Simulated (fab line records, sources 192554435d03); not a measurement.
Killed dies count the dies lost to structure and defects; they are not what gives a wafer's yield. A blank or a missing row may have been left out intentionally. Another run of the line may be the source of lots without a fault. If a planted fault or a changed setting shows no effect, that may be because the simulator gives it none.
Which tool did it? -- flow n5_finfet -- 30 wafers from 10 lots sampled at 2 of the route's 1938 steps

== WHAT EACH GAUGE READ, for each wafer ==
N5_PASSIVATION_CD_MEAS_10: the cd target is 3000 nm.
lot,measured,on,cd_nm (nm)
L766,day 12 17:02,cd_sem-01,3000.7 3001.8 3004.4
L767,day 12 21:46,cd_sem-03,3003.0 3001.0 3001.8
L768,day 13 06:46,cd_sem-03,2999.4 2997.1 2998.9
L770,day 14 13:41,cd_sem-02,3000.2 2999.3 2998.6
L772,day 14 17:58,cd_sem-01,3000.6 2998.2 2997.9
L779,day 16 08:38,cd_sem-03,3003.5 2998.6 3000.9
L782,day 16 08:59,cd_sem-03,3000.2 2998.9 3002.0
L783,day 17 05:01,cd_sem-03,3000.5 2996.8 2995.7
L785,day 17 04:46,cd_sem-01,2999.6 3002.3 2997.6
L788,day 18 15:11,cd_sem-01,2999.3 2999.7 2998.4

== TOOL THAT RAN EACH LOT (tool first, then ch and the chambers of the sampled wafers, then the start) ==
lot,N5_BEOL_M0_ALD_136
L766,"ald_metal-03 ch 0,1, day 6 00:03"
L767,"ald_metal-03 ch 0,2, day 6 04:08"
L768,"ald_metal-01 ch 0,2,3, day 6 09:29"
L770,"ald_metal-03 ch 0,1,2, day 6 17:55"
L772,"ald_metal-03 ch 0,2,3, day 7 11:59"
L779,"ald_metal-01 ch 0,1,3, day 9 11:43"
L782,"ald_metal-03 ch 0,2,3, day 9 21:58"
L783,"ald_metal-01 ch 0,1,2, day 10 00:05"
L785,"ald_metal-01 ch 0,1, day 10 14:14"
L788,"ald_metal-04 ch 0,3, day 11 15:46"
- N5_BEOL_M0_ALD_136: deposits TaN, pulse time 2 s, purge time 3 s, co reactant purge time 2 s.

== AS READ BY THE TOOLS THEMSELVES (means over the sampled wafers that have a number; for cases with no such wafer, the mark the record gives instead) ==
N5_BEOL_M0_ALD_136.
lot,tool,chamber_pressure_Torr (Torr),heater_power_w (W),mfc_carrier_sccm (sccm),precursor_vessel_pressure_torr (Torr)
L766,ald_metal-03,2.995,386,1504,26.20
L767,ald_metal-03,3.004,425,1509,26.28
L768,ald_metal-01,2.996,421,1501,26.24
L770,ald_metal-03,3.002,407,1496,26.24
L772,ald_metal-03,3.001,415,1502,26.24
L779,ald_metal-01,3.000,424,1502,26.24
L782,ald_metal-03,2.998,412,1501,26.21
L783,ald_metal-01,2.999,431,1504,26.28
L785,ald_metal-01,2.994,431,1497,26.21
L788,ald_metal-04,3.001,412,1500,26.21

== THE ANSWER, worked out from the rows above alone ==
Rule: the lots themselves supply what counts as usual. Put in order of their means at a reading, lots are off if they are a third of the lots or fewer, leave a main group of 4 or more, and stand apart from it by a gap of 3 or more times the standard deviation of the main group's means; of several such gaps the widest counts. A main group is skipped when, at the precision printed for the reading in the tables above, its means are all equal. Also off: a lot with no number at a reading for which 4 or more lots have one. All remaining lots with rows at the step are treated as sound. The gauges are gone through in route order, then the tools' own readings, and for those a lot's mean is taken as printed above. At the first step where some lot is off, the reading lying furthest off is the one used; lots without a number count as furthest.
None of the lots is off at any reading shown; this tells nothing.

== WHAT THE SIMULATOR PUT IN ==
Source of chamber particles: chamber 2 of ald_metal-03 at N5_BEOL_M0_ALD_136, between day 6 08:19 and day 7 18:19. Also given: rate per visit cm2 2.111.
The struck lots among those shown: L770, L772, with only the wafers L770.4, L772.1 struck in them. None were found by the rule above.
